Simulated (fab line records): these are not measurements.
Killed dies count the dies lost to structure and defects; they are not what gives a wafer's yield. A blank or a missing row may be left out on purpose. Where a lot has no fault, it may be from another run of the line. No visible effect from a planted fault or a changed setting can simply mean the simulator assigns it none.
What tool caused it? -- flow n5_finfet -- 36 wafers sampled from 12 lots at 1 step of a route of 1938

WHAT THE GAUGES SHOWED, per wafer
N5_BEOL_M13_OCD_MEAS_35.
lot,measured,on,trench_depth_nm (nm)
L075,day 12 00:24,ocd-02,406 408 405
L077,day 12 17:31,ocd-02,405 407 405
L081,day 13 00:50,ocd-02,412 409 406
L080,day 13 19:24,ocd-02,398 411 406
L084,day 13 20:41,ocd-01,411 397 407
L086,day 14 07:20,ocd-02,419 414 415
L090,day 14 23:56,ocd-01,407 411 403
L088,day 15 11:10,ocd-01,410 405 402
L092,day 15 23:03,ocd-01,406 409 411
L093,day 16 09:10,ocd-01,403 404 405
L095,day 17 03:29,ocd-01,401 401 409
L097,day 17 13:52,ocd-02,420 404 409

WHICH TOOL RAN EACH LOT (tool, then ch and the chambers of the sampled wafers, then the start)
The record holds no process step before these readings.

THE ANSWER, worked out from the rows above alone
Rule: usual is defined by the lots themselves. Put in order of their means at a reading, lots are off if they are a third of the lots or fewer, leave a main group of 4 or more, and stand apart from it by a gap of 3 or more times the standard deviation of the main group's means; of several such gaps the widest counts. If all means in a main group match to the digits the tables above print for the reading, that group is not used. A lot without any number at a reading at which 4 lots or more have one is off too. All remaining lots with rows at the step are treated as sound.
None of the lots is off at any reading shown; this tells nothing.

WHAT THE SIMULATOR HAD INSERTED
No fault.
